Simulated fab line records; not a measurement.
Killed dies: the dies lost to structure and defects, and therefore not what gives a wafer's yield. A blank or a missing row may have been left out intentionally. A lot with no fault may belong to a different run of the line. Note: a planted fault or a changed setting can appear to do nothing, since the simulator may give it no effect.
fab line records -- flow n5Finfet
record: lots: 12, wafers: 36, lastDay: 16
route steps=1938 shown BEOL_M10@1515 BEOL_M11@1536 PASSIVATION@1936
lots that met no fault: taken from a fault-free run of the same line
startH: the number of hours between the record's first day and the start of the first shown wafer of the lot -- waitH: hours elapsed since this lot's preceding step -- " identical to the entry in the row above -- L1.1+2: several wafers, shown together as one row -- - either no value or no given start -- * or withheld: withheld -- < > ~ a bound
route shown NAME@n: a module of which the file shows steps, and the number in the route of the first -- usual: mean/standard deviation of fault-free wafers -- same: alike in all rows -- chamber/n: place in a boat -- sites: per-site readings -- _std_site: the values' standard deviation -- _edge_site: the outer-site mean with the inner-site mean subtracted -- radiusMm: for every site, how far away it sits from the centre of the wafer -- mask NAME#n: copy n -- behind: the tool/chamber that last shaped the wafer -- hold: cause of the lot's hold/its duration in hours/its outcome -- device: the n, p or np transistor that did not switch -- end of line: the same wafers' tests at the end of the route -- a step without rows: its recipe alone -- killed: count of dies lost to structure and defects at first sort (not the wafer's yield) -- map: the dies of a wafer, with x for killed, . for not killed, _ for no die there
set.NAME: the setting that was run; set.NAME@STEP: the one run at that earlier step -- model.NAME: the simulator's own value behind a step, which no gauge read
route steps across a sampled set of lots; one table per step, one row per wafer
services: from which hour (startH, from the record's first day; less than 0 if before it) a tool's chamber was out of use, for how many hours, and why
== steps ==
step: N5_BEOL_M10_OCD_MEAS_38
usual: trenchDepthNm: 149/3.5
lot.wafer,tool,chamber,startH,waitH,trenchDepthNm
L292.3,ocd-02,-,221.02,-,147
L292.5,ocd-02,-,221.02,-,153
L292.6,ocd-02,-,221.02,-,147
L290.3,ocd-01,-,222.24,-,149
L290.4,ocd-01,-,222.24,-,147
L290.5,ocd-01,-,222.24,-,148
L291.2,ocd-01,-,230.21,-,145
L291.3,ocd-01,-,230.21,-,144
L291.5,ocd-01,-,230.21,-,146
L294.2,ocd-01,-,233.51,-,148
L294.5,ocd-01,-,233.51,-,150
L294.6,ocd-01,-,233.51,-,145
L293.1,ocd-02,-,238.41,-,149
L293.4,ocd-02,-,238.41,-,152
L293.5,ocd-02,-,238.41,-,157
L297.2,ocd-01,-,257.85,-,148
L297.4,ocd-01,-,257.85,-,146
L297.5,ocd-01,-,257.85,-,148
L300.2,ocd-01,-,272.07,-,151
L300.3,ocd-01,-,272.07,-,157
L300.4,ocd-01,-,272.07,-,144
L307.1,ocd-01,-,316.10,-,151
L307.5,ocd-01,-,316.10,-,143
L307.6,ocd-01,-,316.10,-,148
L308.3,ocd-02,-,328.68,-,147
L308.4,ocd-02,-,328.68,-,144
L308.5,ocd-02,-,328.68,-,146
L309.1,ocd-01,-,341.99,-,149
L309.2,ocd-01,-,341.99,-,148
L309.5,ocd-01,-,341.99,-,149
L311.1,ocd-01,-,342.34,-,144
L311.3,ocd-01,-,342.34,-,148
L311.4,ocd-01,-,342.34,-,144
L312.2,ocd-01,-,348.12,-,147
L312.3,ocd-01,-,348.12,-,148
L312.6,ocd-01,-,348.12,-,148
step: N5_BEOL_M10_CD_MEAS_35
recipe: targetCdNm: 70, polarity: opening
usual: cdNm: 70.1/0.98
lot.wafer,tool,chamber,startH,waitH,cdNm
L292.3,cdSem-02,-,221.18,0.0,70.1
L292.5,cdSem-02,-,221.18,0.0,69.8
L292.6,cdSem-02,-,221.18,0.0,69.8
L290.3,cdSem-01,-,222.39,0.0,70.6
L290.4,cdSem-01,-,222.39,0.0,69.7
L290.5,cdSem-01,-,222.39,0.0,70.9
L291.2,cdSem-02,-,230.36,0.0,69.6
L291.3,cdSem-02,-,230.36,0.0,69.8
L291.5,cdSem-02,-,230.36,0.0,68.7
L294.2,cdSem-03,-,233.67,0.0,69.7
L294.5,cdSem-03,-,233.67,0.0,69.9
L294.6,cdSem-03,-,233.67,0.0,69.2
L293.1,cdSem-02,-,238.57,0.0,69.7
L293.4,cdSem-02,-,238.57,0.0,70.3
L293.5,cdSem-02,-,238.57,0.0,70.0
L297.2,cdSem-02,-,258.00,0.0,69.4
L297.4,cdSem-02,-,258.00,0.0,68.7
L297.5,cdSem-02,-,258.00,0.0,70.3
L300.2,cdSem-01,-,272.22,0.0,70.3
L300.3,cdSem-01,-,272.22,0.0,72.0
L300.4,cdSem-01,-,272.22,0.0,71.3
L307.1,cdSem-03,-,316.25,0.0,69.6
L307.5,cdSem-03,-,316.25,0.0,70.5
L307.6,cdSem-03,-,316.25,0.0,70.1
L308.3,cdSem-01,-,328.83,0.0,70.4
L308.4,cdSem-01,-,328.83,0.0,69.6
L308.5,cdSem-01,-,328.83,0.0,71.2
L309.1,cdSem-02,-,342.14,0.0,68.6
L309.2,cdSem-02,-,342.14,0.0,71.0
L309.5,cdSem-02,-,342.14,0.0,70.0
L311.1,cdSem-03,-,342.49,0.0,69.0
L311.3,cdSem-03,-,342.49,0.0,70.7
L311.4,cdSem-03,-,342.49,0.0,71.9
L312.2,cdSem-03,-,348.28,0.0,69.5
L312.3,cdSem-03,-,348.28,0.0,70.1
L312.6,cdSem-03,-,348.28,0.0,70.0
step: N5_BEOL_M10_RS_MEAS_57
recipe: thkMeasGauge: four-point-probe, reads: Cu_of_BEOL_M10_ECD_50+Co_of_BEOL_M10_CVD_75+TaN_of_BEOL_M10_ALD_74
usual: M10_RS: 0.151/0.0044
lot.wafer,tool,chamber,startH,waitH,M10_RS[ohm/sq]
L292.3,filmMetro-01,-,223.75,0.1,0.153
L292.5,filmMetro-01,-,223.75,0.1,0.146
L292.6,filmMetro-01,-,223.75,0.1,0.154
L290.3,filmMetro-02,-,224.62,0.1,0.150
L290.4,filmMetro-02,-,224.62,0.1,0.153
L290.5,filmMetro-02,-,224.62,0.1,0.153
L291.2,filmMetro-01,-,234.50,0.1,0.157
L291.3,filmMetro-01,-,234.50,0.1,0.157
L291.5,filmMetro-01,-,234.50,0.1,0.155
L294.2,filmMetro-01,-,236.18,0.1,0.153
L294.5,filmMetro-01,-,236.18,0.1,0.148
L294.6,filmMetro-01,-,236.18,0.1,0.159
L293.1,filmMetro-01,-,244.37,0.1,0.152
L293.4,filmMetro-01,-,244.37,0.1,0.149
L293.5,filmMetro-01,-,244.37,0.1,0.142
L297.2,filmMetro-02,-,260.89,0.1,0.151
L297.4,filmMetro-02,-,260.89,0.1,0.149
L297.5,filmMetro-02,-,260.89,0.1,0.147
L300.2,filmMetro-01,-,274.47,0.1,0.148
L300.3,filmMetro-01,-,274.47,0.1,0.139
L300.4,filmMetro-01,-,274.47,0.1,0.156
L307.1,filmMetro-01,-,319.19,0.1,0.149
L307.5,filmMetro-01,-,319.19,0.1,0.157
L307.6,filmMetro-01,-,319.19,0.1,0.153
L308.3,filmMetro-01,-,331.47,0.1,0.154
L308.4,filmMetro-01,-,331.47,0.1,0.157
L308.5,filmMetro-01,-,331.47,0.1,0.152
L309.1,filmMetro-01,-,345.40,0.1,0.150
L309.2,filmMetro-01,-,345.40,0.1,0.148
L309.5,filmMetro-01,-,345.40,0.1,0.149
L311.1,filmMetro-02,-,345.62,0.1,0.157
L311.3,filmMetro-02,-,345.62,0.1,0.152
L311.4,filmMetro-02,-,345.62,0.1,0.157
L312.2,filmMetro-01,-,351.11,0.1,0.152
L312.3,filmMetro-01,-,351.11,0.1,0.151
L312.6,filmMetro-01,-,351.11,0.1,0.154
step: N5_BEOL_M11_ILD_DEP_00
recipe: material: SiCOH_lowk, targetThkA: 3085.1, tempC: 300, precursor: DEMS/porogen, pressureTorr: 5, rfW: 500, timeS: 58
usual: heaterPowerW: 321/47, showerheadPlenumPTorr: 5.729/0.017, susceptorTempC: 299.98/0.21, throttleValvePct: 13.5/1
lot.wafer,tool,chamber,startH,waitH,heaterPowerW,showerheadPlenumPTorr,susceptorTempC,throttleValvePct
L292.3,pecvd-03,0,223.84,0.1,306,5.708,300.05,12.3
L292.5,pecvd-03,1,223.84,0.1,266,5.736,300.37,15.0
L292.6,pecvd-03,0,223.84,0.1,314,5.709,300.01,12.5
L290.3,pecvd-03,0,224.71,0.1,302,5.697,299.78,12.5
L290.4,pecvd-03,1,224.71,0.1,275,5.716,299.91,15.2
L290.5,pecvd-03,1,224.71,0.1,290,5.727,299.53,15.2
L291.2,pecvd-01,0,234.56,0.0,284,5.751,299.98,13.8
L291.3,pecvd-01,2,234.56,0.0,315,5.713,299.95,13.8
L291.5,pecvd-01,2,234.56,0.0,318,5.695,299.75,13.9
L294.2,pecvd-04,1,236.24,0.0,419,5.751,299.73,14.0
L294.5,pecvd-04,1,236.24,0.0,448,5.735,299.86,14.6
L294.6,pecvd-04,2,236.24,0.0,309,5.756,300.08,13.3
L293.1,pecvd-03,2,244.43,0.0,299,5.725,300.31,11.6
L293.4,pecvd-03,2,244.43,0.0,305,5.722,300.10,11.8
L293.5,pecvd-03,0,244.43,0.0,355,5.715,299.64,12.6
L297.2,pecvd-01,2,260.96,0.0,330,5.717,299.61,13.6
L297.4,pecvd-01,1,260.96,0.0,323,5.725,300.25,13.2
L297.5,pecvd-01,1,260.96,0.0,323,5.725,300.03,13.4
L300.2,pecvd-04,0,274.54,0.0,350,5.751,303.48,14.5
L300.3,pecvd-04,1,274.54,0.0,453,5.741,299.92,14.3
L300.4,pecvd-04,0,274.54,0.0,359,5.739,303.70,14.3
L307.1,pecvd-01,2,319.25,0.0,360,5.718,299.98,14.1
L307.5,pecvd-01,0,319.25,0.0,304,5.768,299.74,13.8
L307.6,pecvd-01,1,319.25,0.0,252,5.725,300.26,13.2
L308.3,pecvd-03,2,331.53,0.0,298,5.729,299.86,11.8
L308.4,pecvd-03,2,331.53,0.0,296,5.731,299.85,12.0
L308.5,pecvd-03,0,331.53,0.0,308,5.708,299.93,12.3
L309.1,pecvd-03,0,345.46,0.0,349,5.712,300.29,12.7
L309.2,pecvd-03,1,345.46,0.0,293,5.735,300.09,15.0
L309.5,pecvd-03,0,345.46,0.0,350,5.705,300.00,12.8
L311.1,pecvd-03,2,345.68,0.0,305,5.706,299.93,12.0
L311.3,pecvd-03,0,345.68,0.0,324,5.692,299.92,12.6
L311.4,pecvd-03,1,345.68,0.0,278,5.711,299.86,14.9
L312.2,pecvd-03,2,351.18,0.0,289,5.731,299.61,12.2
L312.3,pecvd-03,1,351.18,0.0,287,5.734,299.47,15.3
L312.6,pecvd-03,0,351.18,0.0,272,5.712,299.90,12.6
step: N5_PASSIVATION_PROBE_49
usual: defectLimitedYield: 91.0/1.4, killed_at_M0_to_M3: 36/11, killed_at_M4_up: 13/5.4, killedAtContacts: 12/6.4, killedAtFrontEnd: 41/13, killedAtOther: 2.9/2.3, killedDies: 106/17, killedOpen: 70/12, killedShort: 34/8.4, sort_bin_4_leakage: 0.01/0.057, sort_bin_5_function: 5.2/1, sort_bin_6_memory: 3.4/0.63, sort_bin_8_speed: 0.1/0.49, sortNPass: 1074/18, sortYieldPct: 91.0/1.6
same: grossDies: 1180, killedAtBackSide: 0
lot.wafer,tool,chamber,startH,waitH,defectLimitedYield[%],killed_at_M0_to_M3,killed_at_M4_up,killedAtContacts,killedAtFrontEnd,killedAtOther,killedDies,killedOpen,killedShort,sort_bin_4_leakage[%],sort_bin_5_function[%],sort_bin_6_memory[%],sort_bin_8_speed[%],sortNPass,sortYieldPct[%]
L290.3,prober-02,-,269.09,0.1,91.1,41,15,1,44,4,105,63,39,0.08,4.8,3.2,0,1074,91.0
L290.4,prober-02,-,269.14,0.2,89.2,25,10,10,76,7,128,67,53,0,5.9,3.9,0,1052,89.2
L290.5,prober-02,-,269.19,0.2,90.8,41,17,12,34,4,108,71,37,0,5.0,3.6,0,1072,90.8
L292.3,prober-02,-,274.59,0.1,89.9,30,11,25,48,5,119,84,28,0,6.0,3.9,0,1061,89.9
L292.5,prober-02,-,274.69,0.2,90.8,34,14,37,23,0,108,79,26,0,5.9,3.1,0,1072,90.8
L292.6,prober-02,-,274.74,0.3,89.8,39,12,21,43,5,120,79,39,0,5.5,4.1,0,1060,89.8
L291.2,prober-02,-,275.20,0.1,92.5,41,14,9,21,4,89,56,33,0,4.2,3.3,0,1091,92.5
L291.3,prober-02,-,275.25,0.1,92.6,25,9,17,33,3,87,51,31,0,3.5,3.5,0,1093,92.6
L291.5,prober-02,-,275.35,0.2,92.8,32,18,6,28,1,85,63,22,0,4.7,2.4,0,1095,92.8
L294.2,prober-02,-,286.78,0.1,92.7,30,8,6,41,1,86,58,28,0,3.7,3.5,0,1094,92.7
L294.5,prober-02,-,286.93,0.2,91.8,48,13,8,28,0,97,66,23,0,4.2,3.2,0,1083,91.8
L294.6,prober-02,-,286.98,0.3,90.9,34,13,8,47,5,107,68,37,0,5.2,3.5,0,1073,90.9
L293.1,prober-01,-,287.66,0.0,90.8,35,14,6,52,2,109,69,32,0,5.0,3.4,0,1071,90.8
L293.4,prober-01,-,287.81,0.2,91.9,31,13,12,39,1,96,60,35,0,3.6,4.1,0,1084,91.9
L293.5,prober-01,-,287.86,0.2,89.7,49,21,6,43,2,121,73,39,0,5.6,3.8,0,1059,89.7
L297.2,prober-01,-,306.33,0.1,91.9,27,11,19,35,4,96,63,33,0,5.0,2.7,0,1084,91.9
L297.4,prober-01,-,306.43,0.2,93.1,36,7,7,30,1,81,56,25,0,4.6,2.3,0,1099,93.1
L297.5,prober-01,-,306.48,0.2,91.4,34,16,16,34,2,102,71,29,0,4.9,3.5,0,1078,91.4
L300.2,prober-01,-,323.73,0.1,92.2,34,16,11,31,0,92,64,26,0,4.5,3.0,0,1088,92.2
L300.3,prober-01,-,323.78,0.1,92.7,26,16,3,38,3,86,53,29,0,4.3,2.7,0,1094,92.7
L300.4,prober-01,-,323.83,0.2,93.8,18,19,13,19,4,73,56,15,0,3.1,3.1,0,1107,93.8
L307.1,prober-02,-,362.40,0.0,94.0,24,3,9,33,2,71,46,22,0,3.4,2.5,0,1109,94.0
L307.5,prober-02,-,362.60,0.2,90.5,38,11,19,37,7,112,63,49,0,5.8,3.6,0,1068,90.5
L307.6,prober-02,-,362.65,0.3,91.0,28,8,14,47,9,106,64,39,0,6.0,2.9,0,1074,91.0
L308.3,prober-01,-,372.21,0.1,89.8,47,16,13,42,2,120,88,30,0,6.6,3.4,0,1060,89.8
L308.4,prober-01,-,372.26,0.2,90.8,44,20,8,35,2,109,74,34,0,5.9,2.8,0,1071,90.8
L308.5,prober-01,-,372.31,0.2,89.4,47,11,10,51,6,125,83,40,0,6.7,3.6,0.1,1054,89.3
L309.1,prober-01,-,386.64,0.0,89.3,36,7,33,50,0,126,77,49,0,6.7,3.6,0,1054,89.3
L309.2,prober-01,-,386.69,0.1,91.2,29,7,16,48,4,104,73,29,0,4.9,3.7,0,1076,91.2
L309.5,prober-01,-,386.84,0.2,90.6,43,9,18,41,0,111,74,34,0,5.6,3.6,0,1069,90.6
L311.1,prober-02,-,395.36,0.0,92.2,30,9,8,43,2,92,76,16,0,4.8,2.9,0,1088,92.2
L311.3,prober-02,-,395.46,0.1,93.2,17,4,11,42,6,80,59,21,0,4.1,2.7,0,1100,93.2
L311.4,prober-02,-,395.51,0.2,92.9,27,15,8,30,4,84,54,23,0,4.5,1.9,0,1096,92.9
L312.2,prober-01,-,395.57,0.1,89.7,19,30,24,43,5,121,88,30,0,5.4,4.7,0,1059,89.7
L312.3,prober-01,-,395.62,0.1,90.5,24,19,8,54,7,112,71,40,0,5.4,3.6,0,1068,90.5
L312.6,prober-01,-,395.77,0.3,89.7,35,22,12,42,10,121,91,29,0,6.1,3.8,0,1059,89.7
killed by level:class
L290.3 BEOL_M3:geometricParticle:open=18 FIN_SAQP:geometricParticle:open=10 FIN_SAQP:geometricParticle:short=9 BEOL_M2:geometricParticle:short=7 STI_FIN_REVEAL:geometricParticle:open=4 BEOL_M1:geometricParticle:open=4 STARTING-WAFER:geometricParticle:short=4 BEOL_M3:geometricParticle:short=4
L290.4 STI_FIN_REVEAL:geometricParticle:open=21 FIN_SAQP:geometricParticle:short=19 FIN_SAQP:geometricParticle:open=9 MOL_CONTACT_COAG:geometricParticle:open=9 HKMG_FIN:areaEtch=8 GATE_CUT:geometricParticle:short=7 BEOL_M0_SAQP:geometricParticle:open=6 BEOL_M4:geometricParticle:open=6
L290.5 BEOL_M3:geometricParticle:open=14 MOL_CONTACT_COAG:geometricParticle:open=10 FIN_SAQP:geometricParticle:short=8 BEOL_M1:geometricParticle:open=8 GATE_CUT:geometricParticle:short=6 FIN_SAQP:geometricParticle:open=5 STI_FIN_REVEAL:geometricParticle:open=5 BEOL_M2:geometricParticle:short=5
L292.3 MOL_CONTACT_COAG:geometricParticle:open=20 DUMMY_GATE:geometricParticle:open=12 BEOL_M0_SAQP:geometricParticle:open=11 STI_FIN_REVEAL:geometricParticle:open=7 DUMMY_GATE:geometricParticle:short=7 FIN_SAQP:geometricParticle:open=6 BEOL_M2:geometricParticle:open=6 GATE_CUT:geometricParticle:open=4
L292.5 MOL_CONTACT_COAG:geometricParticle:open=32 BEOL_M0_SAQP:geometricParticle:short=8 BEOL_M0_SAQP:geometricParticle:open=7 BEOL_M1:geometricParticle:open=7 BEOL_M4:geometricParticle:open=6 DUMMY_GATE:geometricParticle:open=5 MOL_CONTACT_COAG:geometricParticle:short=5 STI_FIN_REVEAL:geometricParticle:open=4
L292.6 MOL_CONTACT_COAG:geometricParticle:open=16 DUMMY_GATE:geometricParticle:open=13 BEOL_M0_SAQP:geometricParticle:open=11 FIN_SAQP:geometricParticle:short=9 BEOL_M1:geometricParticle:open=7 BEOL_M0_SAQP:geometricParticle:short=6 MOL_CONTACT_COAG:geometricParticle:short=5 BEOL_M4:geometricParticle:open=5
L291.2 BEOL_M0_SAQP:geometricParticle:open=15 BEOL_M0_SAQP:geometricParticle:short=15 MOL_CONTACT_COAG:geometricParticle:open=8 FIN_SAQP:geometricParticle:open=5 BEOL_M1:geometricParticle:open=5 BEOL_M4:geometricParticle:open=5 STI_FIN_REVEAL:geometricParticle:open=4 GATE_CUT:geometricParticle:short=3
L291.3 MOL_CONTACT_COAG:geometricParticle:open=14 BEOL_M0_SAQP:geometricParticle:open=6 DUMMY_GATE:geometricParticle:open=5 GATE_CUT:geometricParticle:short=5 BEOL_M2:geometricParticle:open=5 BEOL_M0_SAQP:geometricParticle:short=4 BEOL_M1:geometricParticle:open=4 BEOL_M3:geometricParticle:open=4
L291.5 FIN_SAQP:geometricParticle:open=12 BEOL_M3:geometricParticle:open=10 BEOL_M0_SAQP:geometricParticle:open=7 MOL_CONTACT_COAG:geometricParticle:open=6 BEOL_M2:geometricParticle:open=6 BEOL_M4:geometricParticle:open=6 BEOL_M6:geometricParticle:open=5 FIN_SAQP:geometricParticle:short=4
L294.2 STI_FIN_REVEAL:geometricParticle:open=7 BEOL_M0_SAQP:geometricParticle:short=7 FIN_SAQP:geometricParticle:open=6 MOL_CONTACT_COAG:geometricParticle:open=6 BEOL_M1:geometricParticle:open=6 BEOL_M0_SAQP:geometricParticle:open=5 BEOL_M2:geometricParticle:open=5 BEOL_M3:geometricParticle:open=5
L294.5 BEOL_M0_SAQP:geometricParticle:open=12 BEOL_M2:geometricParticle:open=9 BEOL_M3:geometricParticle:open=8 MOL_CONTACT_COAG:geometricParticle:open=7 BEOL_M4:geometricParticle:open=7 BEOL_M1:geometricParticle:open=6 HKMG_FIN:areaEtch=6 DUMMY_GATE:geometricParticle:open=5
L294.6 STI_FIN_REVEAL:geometricParticle:open=11 DUMMY_GATE:geometricParticle:open=9 BEOL_M0_SAQP:geometricParticle:open=8 BEOL_M1:geometricParticle:open=6 MOL_CONTACT_COAG:geometricParticle:open=6 BEOL_M0_SAQP:geometricParticle:short=6 BEOL_M3:geometricParticle:open=5 FIN_SAQP:geometricParticle:short=4
L293.1 FIN_SAQP:geometricParticle:open=18 BEOL_M0_SAQP:geometricParticle:open=12 FIN_SAQP:geometricParticle:short=10 BEOL_M0_SAQP:geometricParticle:short=9 BEOL_M4:geometricParticle:open=6 HKMG_FIN:areaEtch=6 BEOL_M2:geometricParticle:open=5 BEOL_M5:geometricParticle:open=5
L293.4 BEOL_M0_SAQP:geometricParticle:short=14 MOL_CONTACT_COAG:geometricParticle:open=11 BEOL_M0_SAQP:geometricParticle:open=11 FIN_SAQP:geometricParticle:open=10 DUMMY_GATE:geometricParticle:open=8 FIN_SAQP:geometricParticle:short=6 STARTING-WAFER:geometricParticle:short=4 BEOL_M0:geometricParticle:open=3
L293.5 BEOL_M0_SAQP:geometricParticle:open=19 BEOL_M0_SAQP:geometricParticle:short=18 FIN_SAQP:geometricParticle:open=13 BEOL_M4:geometricParticle:open=10 FIN_SAQP:geometricParticle:short=7 HKMG_FIN:areaEtch=7 MOL_CONTACT_COAG:geometricParticle:open=5 STARTING-WAFER:geometricParticle:open=4
L297.2 MOL_CONTACT_COAG:geometricParticle:open=17 GATE_CUT:geometricParticle:short=7 BEOL_M4:geometricParticle:open=7 STI_FIN_REVEAL:geometricParticle:open=6 BEOL_M3:geometricParticle:open=6 DUMMY_GATE:geometricParticle:open=5 FIN_SAQP:geometricParticle:short=4 BEOL_M2:geometricParticle:open=4
L297.4 BEOL_M2:geometricParticle:open=10 BEOL_M3:geometricParticle:open=10 BEOL_M1:geometricParticle:open=7 FIN_SAQP:geometricParticle:open=6 STARTING-WAFER:geometricParticle:short=5 MOL_CONTACT_COAG:geometricParticle:open=5 BEOL_M0_SAQP:geometricParticle:open=4 BEOL_M4:geometricParticle:open=4
L297.5 MOL_CONTACT_COAG:geometricParticle:open=13 BEOL_M3:geometricParticle:open=10 DUMMY_GATE:geometricParticle:open=9 BEOL_M4:geometricParticle:open=8 BEOL_M0_SAQP:geometricParticle:open=5 FIN_SAQP:geometricParticle:open=4 FIN_SAQP:geometricParticle:short=4 GATE_CUT:geometricParticle:short=4
L300.2 MOL_CONTACT_COAG:geometricParticle:open=9 STI_FIN_REVEAL:geometricParticle:open=9 BEOL_M0_SAQP:geometricParticle:open=9 BEOL_M1:geometricParticle:open=8 BEOL_M3:geometricParticle:open=6 DUMMY_GATE:geometricParticle:open=5 BEOL_M4:geometricParticle:open=5 STI_FIN_REVEAL:geometricParticle:short=4
L300.3 FIN_SAQP:geometricParticle:short=7 STI_FIN_REVEAL:geometricParticle:open=7 BEOL_M3:geometricParticle:open=7 BEOL_M5:geometricParticle:open=6 BEOL_M0_SAQP:geometricParticle:open=5 BEOL_M0:geometricParticle:open=5 STARTING-WAFER:geometricParticle:short=5 FIN_SAQP:geometricParticle:open=4
L300.4 MOL_CONTACT_COAG:geometricParticle:open=11 BEOL_M4:geometricParticle:open=8 BEOL_M1:geometricParticle:open=5 BEOL_M0_SAQP:geometricParticle:open=5 BEOL_M3:geometricParticle:open=5 STARTING-WAFER:geometricParticle:open=4 GATE_CUT:geometricParticle:short=3 STARTING-WAFER:geometricParticle:short=3
L307.1 BEOL_M2:geometricParticle:open=10 FIN_SAQP:geometricParticle:open=8 MOL_CONTACT_COAG:geometricParticle:open=7 BEOL_M0_SAQP:geometricParticle:short=5 FIN_SAQP:geometricParticle:short=4 BEOL_M1:geometricParticle:open=4 DUMMY_GATE:geometricParticle:open=3 ILD0:geometricParticle:open=3
L307.5 MOL_CONTACT_COAG:geometricParticle:open=14 STI_FIN_REVEAL:geometricParticle:open=9 BEOL_M0_SAQP:geometricParticle:short=9 BEOL_M1:geometricParticle:open=9 FIN_SAQP:geometricParticle:short=6 GATE_CUT:geometricParticle:short=6 FIN_SAQP:geometricParticle:open=5 MOL_CONTACT_COAG:geometricParticle:short=5
L307.6 GATE_CUT:geometricParticle:short=13 MOL_CONTACT_COAG:geometricParticle:open=12 BEOL_M2:geometricParticle:open=7 STI_FIN_REVEAL:geometricParticle:open=6 GATE_CUT:geometricParticle:open=6 BEOL_M0_SAQP:geometricParticle:short=5 DUMMY_GATE:geometricParticle:short=5 DUMMY_GATE:geometricParticle:open=5
L308.3 FIN_SAQP:geometricParticle:open=20 BEOL_M1:geometricParticle:open=12 BEOL_M2:geometricParticle:open=12 FIN_SAQP:geometricParticle:short=9 MOL_CONTACT_COAG:geometricParticle:open=9 BEOL_M4:geometricParticle:open=7 BEOL_M0_SAQP:geometricParticle:open=6 BEOL_M3:geometricParticle:open=6
L308.4 FIN_SAQP:geometricParticle:open=12 BEOL_M0_SAQP:geometricParticle:short=11 BEOL_M3:geometricParticle:open=8 MOL_CONTACT_COAG:geometricParticle:open=7 BEOL_M0:geometricParticle:open=7 BEOL_M2:geometricParticle:open=6 BEOL_M3:geometricParticle:short=6 BEOL_M4:geometricParticle:open=6
L308.5 FIN_SAQP:geometricParticle:open=17 MOL_CONTACT_COAG:geometricParticle:open=10 FIN_SAQP:geometricParticle:short=9 STI_FIN_REVEAL:geometricParticle:open=9 BEOL_M3:geometricParticle:open=8 BEOL_M0_SAQP:geometricParticle:short=8 BEOL_M0_SAQP:geometricParticle:open=8 BEOL_M3:geometricParticle:short=7
L309.1 MOL_CONTACT_COAG:geometricParticle:open=21 MOL_CONTACT_COAG:geometricParticle:short=12 FIN_SAQP:geometricParticle:open=9 FIN_SAQP:geometricParticle:short=9 STI_FIN_REVEAL:geometricParticle:open=8 BEOL_M2:geometricParticle:open=8 BEOL_M0_SAQP:geometricParticle:short=6 BEOL_M1:geometricParticle:open=6
L309.2 MOL_CONTACT_COAG:geometricParticle:open=12 BEOL_M2:geometricParticle:open=11 FIN_SAQP:geometricParticle:short=10 FIN_SAQP:geometricParticle:open=9 STI_FIN_REVEAL:geometricParticle:open=7 BEOL_M3:geometricParticle:open=7 DUMMY_GATE:geometricParticle:open=5 ILD0:geometricParticle:open=4
L309.5 MOL_CONTACT_COAG:geometricParticle:open=14 STI_FIN_REVEAL:geometricParticle:open=11 BEOL_M2:geometricParticle:open=10 FIN_SAQP:geometricParticle:open=8 BEOL_M3:geometricParticle:short=7 BEOL_M3:geometricParticle:open=7 BEOL_M0_SAQP:geometricParticle:open=5 BEOL_M2:geometricParticle:short=5
L311.1 STI_FIN_REVEAL:geometricParticle:open=15 BEOL_M3:geometricParticle:open=11 FIN_SAQP:geometricParticle:open=10 MOL_CONTACT_COAG:geometricParticle:open=8 BEOL_M0:geometricParticle:open=6 BEOL_M0_SAQP:geometricParticle:open=4 STARTING-WAFER:geometricParticle:open=4 FIN_SAQP:geometricParticle:short=3
L311.3 FIN_SAQP:geometricParticle:open=9 MOL_CONTACT_COAG:geometricParticle:open=9 STI_FIN_REVEAL:geometricParticle:open=8 BEOL_M1:geometricParticle:open=8 ILD0:geometricParticle:open=7 BEOL_M3:geometricParticle:open=5 STARTING-WAFER:geometricParticle:open=5 STI_FIN_REVEAL:geometricParticle:short=4
L311.4 BEOL_M3:geometricParticle:open=11 FIN_SAQP:geometricParticle:open=6 STI_FIN_REVEAL:geometricParticle:open=6 HKMG_FIN:areaEtch=6 BEOL_M2:geometricParticle:open=4 MOL_CONTACT_COAG:geometricParticle:short=4 MOL_CONTACT_COAG:geometricParticle:open=4 GATE_CUT:geometricParticle:short=3
L312.2 BEOL_M4:geometricParticle:open=19 MOL_CONTACT_COAG:geometricParticle:open=15 STI_FIN_REVEAL:geometricParticle:open=11 FIN_SAQP:geometricParticle:open=8 MOL_CONTACT_COAG:geometricParticle:short=8 FIN_SAQP:geometricParticle:short=6 BEOL_M1:geometricParticle:open=6 BEOL_M5:geometricParticle:open=4
L312.3 STI_FIN_REVEAL:geometricParticle:open=16 FIN_SAQP:geometricParticle:open=9 MOL_CONTACT_COAG:geometricParticle:open=7 BEOL_M4:geometricParticle:open=7 FIN_SAQP:geometricParticle:short=6 BEOL_M0_SAQP:geometricParticle:short=6 STI_FIN_REVEAL:geometricParticle:short=5 BEOL_M2:geometricParticle:open=5
L312.6 BEOL_M4:geometricParticle:open=17 MOL_CONTACT_COAG:geometricParticle:open=11 FIN_SAQP:geometricParticle:open=10 BEOL_M0:geometricParticle:open=8 FIN_SAQP:geometricParticle:short=7 DUMMY_GATE:geometricParticle:open=7 BEOL_M0_SAQP:geometricParticle:open=7 STI_FIN_REVEAL:geometricParticle:open=6
== services ==
tool,chamber,startH,hours,kind
pecvd-03,2,202.38,-,clean
pecvd-03,2,202.38,-,consumableReplace:showerhead
pecvd-03,2,202.38,29.0,scheduledDown
pecvd-03,2,202.38,29.0,ventCycle
pecvd-01,1,210.15,2.1,scheduledDown
pecvd-04,0,225.92,13.6,repair
pecvd-04,-,236.58,14.6,pm
pecvd-01,0,242.40,11.1,repair
pecvd-01,0,256.65,5.5,scheduledDown
pecvd-03,0,257.05,18.5,repair
pecvd-01,2,262.11,5.5,scheduledDown
pecvd-04,1,262.54,5.5,scheduledDown
pecvd-01,-,267.73,1.8,repair
pecvd-01,2,295.07,2.1,scheduledDown
pecvd-04,0,314.72,4.0,repair
pecvd-01,1,332.46,5.5,scheduledDown
== key ==
firstSign: step: N5_BEOL_M11_ILD_DEP_00, reading: susceptorTempC, direction: up, sigmas: 17, usual: *, struck: *
effect none on later readings
metAt N5_BEOL_M11_ILD_DEP_00
struckLots L300
struckWafers L300.2,L300.4
notActingAt N5_BEOL_M10_OCD_MEAS_38,N5_BEOL_M10_CD_MEAS_35,N5_BEOL_M10_RS_MEAS_57
fault: kind: processParameterDrift, tool: pecvd-04, chamber: 0, onsetH: 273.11, steps: N5_BEOL_M11_ILD_DEP_00, channel: tempC, offset: *, shape: step, endH: 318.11, actsIn: *, stated: *
